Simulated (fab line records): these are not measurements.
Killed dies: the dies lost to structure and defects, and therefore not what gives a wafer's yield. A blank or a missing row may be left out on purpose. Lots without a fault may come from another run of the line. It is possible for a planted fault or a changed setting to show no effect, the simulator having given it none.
Matching of chambers -- flow n5Finfet -- N5_BEOL_M1_ETCHBACK_99 on rieDiel-01 has 4 sister chambers
The step etches SiO2 in CHF3, target depth 5 nm, time 10.4 s. 14 wafers are shown with their chamber, then 7 later ones without.

WAFERS WITH THEIR CHAMBER
wafer,chamber,throttleValvePct (%),drypumpMotorCurrentA (A),rfVppV (V)
L077.2,3,17.23,5.67,236
L077.3,1,17.26,5.94,244
L077.5,2,17.17,6.34,240
L081.2,2,17.16,6.35,240
L081.5,2,17.18,6.36,241
L081.6,3,17.23,5.71,236
L083.4,0,16.81,5.81,253
L083.5,3,17.25,5.69,235
L083.6,2,17.18,6.34,241
L085.4,2,17.18,6.31,241
L085.5,2,17.18,6.32,241
L085.6,1,17.30,5.92,245
L087.2,2,17.18,6.37,239
L087.3,1,17.28,5.90,244

SIGNATURES, as means of the wafers listed above
reading,chamber 0,chamber 1,chamber 2,chamber 3,scatter within a chamber
throttleValvePct,16.8100,17.2800,17.1757,17.2367,0.012
drypumpMotorCurrentA,5.8100,5.9200,6.3414,5.6900,0.0207
rfVppV,253.00,244.33,240.43,235.67,0.71
Rule: a wafer lies at a distance from a chamber equal to the root of the sum of squares, over the readings, of (its reading less the chamber's mean, divided by the reading's scatter). If the next closest chamber is less than 2 further off than the closest, the wafer can't be placed; otherwise it belongs to the closest. The scatter is the square root of a quotient: the sum, over the shown wafers, of each reading's squared deviation from its chamber's mean, divided by wafers minus chambers.

WAFERS WHOSE CHAMBER IS MISSING
wafer,throttleValvePct (%),drypumpMotorCurrentA (A),rfVppV (V)
L087.6,17.25,5.69,235
L090.3,17.26,5.69,236
L090.4,17.19,6.37,241
L090.6,17.28,5.91,244
L093.1,17.22,6.36,241
L093.2,17.30,5.91,243
L093.6,16.83,5.81,253

EACH ONE'S CHAMBER
wafer,from the rows above,in truth
L087.6,3,3
L090.3,3,3
L090.4,2,2
L090.6,1,1
L093.1,2,2
L093.2,1,1
L093.6,0,0
Correctly placed: 7 of 7. Left unplaced by these rows: 0. Placed wrongly: 0.
